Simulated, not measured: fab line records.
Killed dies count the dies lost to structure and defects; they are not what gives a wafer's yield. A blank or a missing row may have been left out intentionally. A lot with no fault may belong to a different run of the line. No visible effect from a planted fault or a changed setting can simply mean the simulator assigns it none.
Which tool was responsible? ; flow n5_finfet ; 36 wafers from 12 lots sampled at 3 of the route's 1938 steps

## WHAT THE GAUGES READ, wafer by wafer
N5_BEOL_M3_CD_MEAS_11: target cd 17.05 nm.
lot;measured;on;cd_nm (nm)
L075;day 7 17:24;cd_sem-02;16.86 17.14 16.74
L076;day 7 20:34;cd_sem-01;17.17 16.76 16.52
L078;day 8 16:58;cd_sem-03;16.85 16.87 16.80
L080;day 9 12:32;cd_sem-01;16.77 16.51 16.54
L082;day 10 08:32;cd_sem-01;16.29 17.06 17.52
L085;day 10 19:20;cd_sem-01;17.02 16.83 17.21
L087;day 11 04:26;cd_sem-02;17.13 16.46 16.84
L090;day 11 22:22;cd_sem-02;17.00 17.12 16.95
L091;day 12 02:28;cd_sem-02;17.22 17.12 17.36
L093;day 12 15:56;cd_sem-01;16.66 16.70 16.93
L095;day 13 07:33;cd_sem-02;17.04 17.28 16.90
L097;day 13 14:50;cd_sem-01;17.10 16.48 16.43

## TOOL THAT RAN EACH LOT (tool first, then ch and the chambers of the sampled wafers, then the start)
lot;N5_BEOL_M2_SPUTTER_79;N5_BEOL_M2_ANNEAL_89
L075;pvd_sputter-01, day 7 10:31;pvd_sputter-01, day 7 11:15
L076;pvd_sputter-03, day 7 15:10;pvd_sputter-03, day 7 15:54
L078;pvd_sputter-02, day 8 12:32;pvd_sputter-02, day 8 13:17
L080;pvd_sputter-03, day 9 08:32;pvd_sputter-03, day 9 09:17
L082;pvd_sputter-03, day 10 04:19;pvd_sputter-03, day 10 05:04
L085;pvd_sputter-03, day 10 15:21;pvd_sputter-03, day 10 16:05
L087;pvd_sputter-01, day 11 00:43;pvd_sputter-01, day 11 01:27
L090;pvd_sputter-03, day 11 16:41;pvd_sputter-03, day 11 17:26
L091;pvd_sputter-03, day 11 21:51;pvd_sputter-03, day 11 22:35
L093;pvd_sputter-01, day 12 12:28;pvd_sputter-01, day 12 13:13
L095;pvd_sputter-03, day 13 02:13;pvd_sputter-03, day 13 02:57
L097;pvd_sputter-01, day 13 10:56;pvd_sputter-01, day 13 11:41
- N5_BEOL_M2_SPUTTER_79: material Cu, target thk 4.5 nm, time 8.29 s.
- N5_BEOL_M2_ANNEAL_89: time 240 s.

## THE ANSWER, worked out from the rows above alone
Rule: the lots themselves supply what counts as usual. The widest of any qualifying gaps counts: lots, ordered by their means at a reading, are off when they make up no more than a third of the lots, leave a main group of 4 or more, and stand apart from it by 3 or more times the standard deviation of that group's means. Not used: any main group whose means are identical at the precision the tables above print for the reading. A lot without any number at a reading at which 4 lots or more have one is off too. All remaining lots with rows at the step are treated as sound.
No lot is off on any of the readings shown, so nothing can be concluded from this.

## WHAT THE SIMULATOR PUT IN
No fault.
